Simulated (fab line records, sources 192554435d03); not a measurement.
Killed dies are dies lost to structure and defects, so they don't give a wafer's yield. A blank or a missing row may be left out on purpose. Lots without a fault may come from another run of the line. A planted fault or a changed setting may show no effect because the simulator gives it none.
Chamber matching | flow n5_finfet | N5_BEOL_M4_ETCH_64 on rie_diel-02: 4 sister chambers
The step etches SOC in N2/H2, target depth 75 nm, overetch 22.5 nm, time 121.9 s. 16 wafers are shown with their chamber, then 8 later ones without.

WAFERS WITH THEIR CHAMBER
wafer  | chamber | drypump_motor_current_A (A) | showerhead_plenum_p_Torr (Torr) | throttle_valve_pct (%)
L074.3 | 2       | 5.1                         | 2.52                            | 18.13
L074.5 | 2       | 5.1                         | 2.52                            | 18.14
L074.6 | 1       | 6.3                         | 2.52                            | 17.71
L075.3 | 3       | 5.9                         | 2.56                            | 18.16
L075.4 | 0       | 6.6                         | 2.71                            | 17.94
L075.6 | 1       | 6.3                         | 2.52                            | 17.69
L081.2 | 2       | 5.1                         | 2.52                            | 18.14
L081.5 | 3       | 5.9                         | 2.55                            | 18.19
L081.6 | 2       | 5.1                         | 2.52                            | 18.14
L082.1 | 2       | 5.1                         | 2.52                            | 18.14
L082.2 | 0       | 6.6                         | 2.71                            | 17.96
L082.3 | 3       | 5.9                         | 2.55                            | 18.18
L086.2 | 2       | 5.1                         | 2.51                            | 18.15
L086.3 | 3       | 5.9                         | 2.55                            | 18.18
L086.5 | 3       | 5.8                         | 2.55                            | 18.19
L085.2 | 0       | 6.6                         | 2.70                            | 17.99

SIGNATURES (means of the wafers above)
reading                  | chamber 0 | chamber 1 | chamber 2 | chamber 3 | scatter within a chamber
drypump_motor_current_A  | 6.600     | 6.300     | 5.100     | 5.880     | 0.0258
showerhead_plenum_p_Torr | 2.7067    | 2.5200    | 2.5183    | 2.5520    | 0.00438
throttle_valve_pct       | 17.9633   | 17.7000   | 18.1400   | 18.1800   | 0.0137
Rule: a wafer's distance from a chamber is the root of the sum, over the readings, of the square of ((its reading less the chamber's mean) divided by the reading's scatter). The wafer belongs to the nearest chamber; if the next one is less than 2 further off, it can't be placed. The scatter: the root of (the sum of the squares of (reading less its chamber's mean) over the shown wafers, divided by (wafers less chambers)).

WAFERS WITHOUT THEIR CHAMBER
wafer  | drypump_motor_current_A (A) | showerhead_plenum_p_Torr (Torr) | throttle_valve_pct (%)
L085.4 | 5.9                         | 2.55                            | 18.21
L085.5 | 6.3                         | 2.51                            | 17.75
L095.2 | 5.9                         | 2.54                            | 18.22
L095.3 | 6.5                         | 2.69                            | 18.04
L095.5 | 5.1                         | 2.51                            | 18.20
L096.2 | 5.9                         | 2.54                            | 18.23
L096.4 | 6.6                         | 2.69                            | 18.03
L096.5 | 6.3                         | 2.51                            | 17.29

WHICH CHAMBER EACH WENT THROUGH
wafer  | from the rows above | in truth
L085.4 | 3                   | 3
L085.5 | 1                   | 1
L095.2 | 3                   | 3
L095.3 | 0                   | 0
L095.5 | 2                   | 2
L096.2 | 3                   | 3
L096.4 | 0                   | 0
L096.5 | 1                   | 1
Placed correctly: 8 of 8. Can't be placed from these rows: 0. Placed wrongly: 0.
